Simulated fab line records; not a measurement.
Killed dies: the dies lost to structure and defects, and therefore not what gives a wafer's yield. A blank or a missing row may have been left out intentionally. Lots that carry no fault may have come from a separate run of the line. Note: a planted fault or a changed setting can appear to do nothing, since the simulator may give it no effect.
Code-filled problem report in 8D (eight disciplines) form | flow n5 finfet | the parts of the form that need people (team, actions taken, sign-off) are left out

1. WHAT IS WRONG
Mean of spin speed rpm at N5_BEOL_M13_COAT_66: 1673.0 rpm across 6 wafers in 2 lots; on wafers with no fault it is 1499.9 rpm (standard deviation 1.1). That is +99 or more standard deviations from the usual mean.
The step: time 60 s, resist thk 110 nm.
Earliest sighting: wafer L531.1 on litho track-05 at day 15 00:42. The record holds 30 wafers of 10 lots with a number at this step. The rule behind "out" and "out of limits": a value lying over 4 standard deviations away from the usual mean. All remaining wafers that have a number are taken as sound.

2. WHAT IT IS; WHAT IT IS NOT
question                    | is                     | is not
which readings at this step | spin speed rpm         | dispense pressure kPa
which lots                  | L531, L537             | L519, L522, L525, L526, L528, L538, L540, L541
which wafers of those lots  | all that have a number | -
read on which tools         | litho track-05         | litho track-02, litho track-04
when                        | from day 15 00:42      | up to then (15 sound wafers); but 9 sound wafers of L538, L540, L541 came after

3. SUSPECTS, AND WHAT RULES EACH OUT
Counting: a tool at a process step up to the reading stays a suspect if it ran every lot that is out and no sound lot after the first of them.
- rtp anneal-01 at N5_BEOL_M12_ANNEAL_48 (time 90 s): ruled out as a lasting fault. Sound lots L538, L540, L541 ran on it after its first lot that is out, L531 (day 14 22:32).
- litho track-05 at N5_BEOL_M13_COAT_66 (time 60 s, resist thk 110 nm): kept. It processed each lot that is out, first L531 at day 15 00:42, and no sound lot thereafter; up to then, the last sound lot it processed was L528 at day 13 16:32. Its own spin speed rpm readings are out on those wafers.
Remaining after the count: litho track-05 at N5_BEOL_M13_COAT_66.

4. THE CAUSE (what the simulator had put in)
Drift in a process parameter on litho track-05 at N5_BEOL_M13_COAT_66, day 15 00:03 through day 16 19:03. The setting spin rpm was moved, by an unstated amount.
Only this tool survived the counting.

5. THE EFFECT CHAIN, in route order
Each row: a reading where the mean over the struck wafers with a number is more than 3 standard deviations away from the usual. Only readings whose record carries a usual standard deviation are examined. hours: median over the lots of the time between each lot's start at the first step of this table that gives one and its start at this step. sigmas: the change, counted in usual standard deviations.
hours | step                | reading        | usual      | on struck wafers | change | sigmas
0     | N5_BEOL_M13_COAT_66 | spin speed rpm | 1499.9 rpm | 1673.0           | +173.1 | +99 or more
Here are the process steps it includes:
- N5_BEOL_M13_COAT_66: time 60 s, resist thk 110 nm.

6. WHAT WOULD HAVE CAUGHT IT SOONER
In this record the first reading out of limits was taken at day 15 00:42, 1 hour after the fault began at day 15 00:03.
